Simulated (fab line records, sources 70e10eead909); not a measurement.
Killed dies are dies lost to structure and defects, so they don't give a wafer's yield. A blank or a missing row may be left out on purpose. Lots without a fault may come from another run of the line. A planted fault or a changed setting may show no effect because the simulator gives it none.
Chamber matching | flow nand_harc | NHARC_A_STAIRCASE_DEP_259 on pecvd-02: 3 sister chambers
The step deposits SiON, target thk 30 nm. 3 wafers are shown with their chamber, then 7 later ones without.

WAFERS WITH THEIR CHAMBER
wafer  | chamber | heater_power_w (W)
L087.1 | 1       | 673
L086.2 | 2       | 806
L086.4 | 0       | 569

WAFERS WITHOUT THEIR CHAMBER
wafer  | heater_power_w (W)
L086.5 | 798
L094.1 | 816
L094.3 | 517
L094.5 | 528
L095.2 | 632
L095.4 | 614
L095.5 | 594

WHICH CHAMBER EACH WENT THROUGH
wafer  | from the rows above     | in truth
L086.5 | 2                       | 2
L094.1 | 2                       | 2
L094.3 | 0                       | 0
L094.5 | 0                       | 0
L095.2 | can't be placed: 1 or 0 | 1
L095.4 | can't be placed: 0 or 1 | 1
L095.5 | can't be placed: 0 or 1 | 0
Placed correctly: 4 of 7. Can't be placed from these rows: 3 (the true chamber is among the candidates in 3). Placed wrongly: 0.
How it was worked out, from the rows above alone: a wafer's distance from a chamber is the root of the sum, over the readings, of the square of ((its reading less the chamber's mean) divided by the reading's scatter). The wafer belongs to the nearest chamber; if the next one is less than 2 further off, it can't be placed. A chamber's mean is the mean of its shown wafers. The scatter: with one shown wafer a chamber, the root of the mean of the squares of how far each hidden wafer lies from its nearest shown one.
